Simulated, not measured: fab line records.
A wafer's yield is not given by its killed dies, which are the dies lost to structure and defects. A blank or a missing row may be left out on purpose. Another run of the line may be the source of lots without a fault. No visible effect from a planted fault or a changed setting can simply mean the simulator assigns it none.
One fault through the eyes of 3 desks    flow n5 finfet    every desk sees just its own numbers, and what lay behind them comes last

== FROM THE METROLOGY DESK ==
What the gauges read, lot by lot, whatever tool the lot ran on: means of the sampled wafers that have a number. If a lot's mean is further than 4 standard deviations from the usual mean, the lot is out of limits and carries the mark OUT (the distance appears in the brackets). 7 of its 10 readings are shown, namely those furthest out on some lot.
Columns: A = DIBL_P at N5_BEOL_M4_RC_MEAS_101, usual 36.4 mV/V; B = IOFF_P at N5_BEOL_M4_RC_MEAS_101, usual 0.22 nA/um; C = ION_N at N5_BEOL_M4_RC_MEAS_101, usual 675 uA/um; D = ION_P at N5_BEOL_M4_RC_MEAS_101, usual 463 uA/um; E = SS_N at N5_BEOL_M4_RC_MEAS_101, usual 71.6 mV/dec; F = SS_P at N5_BEOL_M4_RC_MEAS_101, usual 73.3 mV/dec; G = VT_P at N5_BEOL_M4_RC_MEAS_101, usual -250 mV
lot   first seen here  A     B     C    D    E     F     G
L290  day 9 17:16      36.3  0.18  671  456  71.5  72.9  -254
L288  day 10 05:23     34.8  0.19  670  460  71.1  72.3  -253
L295  day 11 12:28     39.2  0.27  690  476  71.7  74.2  -247
L296  day 11 14:42     38.7  0.32  678  478  72.4  73.7  -242
L299  day 12 23:00     35.8  0.25  688  473  71.8  73.2  -245
L304  day 13 21:56     34.8  0.21  677  466  71.1  73.0  -249
L309  day 15 14:51     35.0  0.18  662  458  71.0  73.0  -252
L310  day 15 18:29     37.8  0.19  675  458  72.0  73.3  -252
L311  day 16 21:25     35.5  0.22  672  461  72.3  72.9  -250
This desk found nothing out of limits on any of the 9 lots.

== THE DEFECT DESK ==
Per lot, the means of the sampled wafers with a number show what the inspections along the route counted. If a lot's mean is further than 4 standard deviations from the usual mean, the lot is out of limits and carries the mark OUT (the distance appears in the brackets).
Columns: A = raw defect count at N5_STI_FIN_REVEAL_INSPECT_13, usual 12
lot   first seen here  A
L288  day 2 14:05      12
L290  day 3 02:37      13
L295  day 4 08:12      16
L296  day 4 15:39      419 (+65) OUT
L299  day 5 12:42      423 (+65) OUT
L304  day 6 13:31      13
L309  day 7 19:35      9
L310  day 8 00:59      6
L311  day 8 07:37      16
This desk's verdict: out of limits on L296, L299, starting with L296 at day 4 15:39 (raw defect count at N5_STI_FIN_REVEAL_INSPECT_13). Within limits: L288, L290, L295, L304, L309, L310, L311.

== FOR THE TOOL OWNER'S DESK: plasma asher-01 ==
The tool's own readings at N5_STI_FIN_REVEAL_OXIDATION_31 (chemistry O2 PLASMA REMOTE, time 20 s): means of the sampled wafers that have a number, for each lot that ran on this tool. If a lot's mean is further than 4 standard deviations from the usual mean, the lot is out of limits and carries the mark OUT (the distance appears in the brackets).
Columns: A = drypump motor current A at N5_STI_FIN_REVEAL_OXIDATION_31, usual 5.84 A; B = heater power w at N5_STI_FIN_REVEAL_OXIDATION_31, usual 137 W; C = temp c max at N5_STI_FIN_REVEAL_OXIDATION_31, usual 150.70
lot   first seen here  A     B    C
L288  day 2 12:44      5.89  140  150.69
L290  day 3 02:00      5.90  139  150.81
L296  day 4 14:33      5.82  152  150.80
L299  day 5 12:04      5.94  140  150.86
L309  day 7 18:57      5.87  140  150.89
L310  day 8 00:21      5.88  149  150.72
This desk found nothing out of limits on any of the 6 lots.

== PUT TOGETHER ==
The defect desk could have raised an alarm at day 4 15:39, on L296, L299.
Metrology desk: nothing out of limits seen.
Nothing out of limits was seen by the tool owner's desk.
The metrology desk holds a record of L296, L299, inside its limits.
Tool owner's desk: L296, L299 on record, inside its limits.
All the named lots went through N5_STI_FIN_REVEAL_OXIDATION_31 on plasma asher-01.

== WHAT THE SIMULATOR HAD PUT IN ==
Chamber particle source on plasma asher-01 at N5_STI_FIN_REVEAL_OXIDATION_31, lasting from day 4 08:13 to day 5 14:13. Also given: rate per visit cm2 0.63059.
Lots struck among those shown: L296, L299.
Hours from the fault's start to each desk's first reading out of limits: the defect desk, 7.
